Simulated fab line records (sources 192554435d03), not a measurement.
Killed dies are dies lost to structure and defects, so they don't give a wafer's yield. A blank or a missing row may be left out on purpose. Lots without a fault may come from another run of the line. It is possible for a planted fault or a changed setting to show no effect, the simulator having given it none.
Matching of chambers + flow n5Finfet + rieDiel-02 running N5_BEOL_M3_ETCH_77: 4 sister chambers
The step etches underlayer in N2/H2, target depth 6.5 nm, time 5.2 s. 14 wafers are shown with their chamber, then 7 later ones without.

== WAFERS PAIRED WITH THEIR CHAMBERS ==
| wafer  | chamber | showerheadPlenumPTorr (Torr) | drypumpMotorCurrentA (A) | throttleValvePct (%) |
|--------|---------|------------------------------|--------------------------|----------------------|
| L080.3 | 1       | 2.34                         | 5.7                      | 17.38                |
| L080.5 | 0       | 2.54                         | 5.7                      | 18.13                |
| L080.6 | 2       | 2.49                         | 5.1                      | 17.25                |
| L083.1 | 0       | 2.54                         | 5.7                      | 18.11                |
| L083.2 | 2       | 2.49                         | 5.2                      | 17.27                |
| L083.3 | 1       | 2.34                         | 5.7                      | 17.39                |
| L090.1 | 0       | 2.54                         | 5.7                      | 18.11                |
| L090.3 | 2       | 2.48                         | 5.2                      | 17.28                |
| L090.4 | 3       | 2.60                         | 6.2                      | 17.41                |
| L093.1 | 2       | 2.48                         | 5.2                      | 17.28                |
| L093.3 | 1       | 2.33                         | 5.7                      | 17.46                |
| L093.4 | 3       | 2.60                         | 6.3                      | 17.45                |
| L091.2 | 3       | 2.60                         | 6.3                      | 17.44                |
| L091.5 | 2       | 2.48                         | 5.2                      | 17.33                |

SIGNATURES, as means of the wafers listed above
| reading               | chamber 0 | chamber 1 | chamber 2 | chamber 3 | scatter within a chamber |
|-----------------------|-----------|-----------|-----------|-----------|--------------------------|
| showerheadPlenumPTorr | 2.5400    | 2.3367    | 2.4840    | 2.6000    | 0.00432                  |
| drypumpMotorCurrentA  | 5.700     | 5.700     | 5.180     | 6.267     | 0.0383                   |
| throttleValvePct      | 18.1167   | 17.4100   | 17.2820   | 17.4333   | 0.029                    |
Rule: for each reading, subtract the chamber's mean from the wafer's reading, divide by that reading's scatter and square the result; add these up over the readings and take the root, which gives the wafer's distance from the chamber. The wafer belongs to the nearest chamber; if the next one is less than 2 further off, it can't be placed. The scatter: take each reading less its chamber's mean, square it, sum over the shown wafers, divide by the number of wafers less the number of chambers, and take the root.

== WAFERS WITH NO CHAMBER GIVEN ==
| wafer  | showerheadPlenumPTorr (Torr) | drypumpMotorCurrentA (A) | throttleValvePct (%) |
|--------|------------------------------|--------------------------|----------------------|
| L091.6 | 2.60                         | 6.3                      | 17.45                |
| L095.3 | 2.48                         | 5.1                      | 17.27                |
| L095.4 | 2.33                         | 5.7                      | 17.47                |
| L095.6 | 2.53                         | 5.7                      | 18.15                |
| L097.1 | 2.60                         | 6.3                      | 17.44                |
| L097.3 | 2.33                         | 5.7                      | 17.44                |
| L097.5 | 2.59                         | 6.3                      | 17.45                |

== THE CHAMBER EACH PASSED THROUGH ==
| wafer  | from the rows above | in truth |
|--------|---------------------|----------|
| L091.6 | 3                   | 3        |
| L095.3 | 2                   | 2        |
| L095.4 | 1                   | 1        |
| L095.6 | 0                   | 0        |
| L097.1 | 3                   | 3        |
| L097.3 | 1                   | 1        |
| L097.5 | 3                   | 3        |
Correctly placed: 7 of 7. Not placeable from these rows: 0. Wrongly placed: 0.
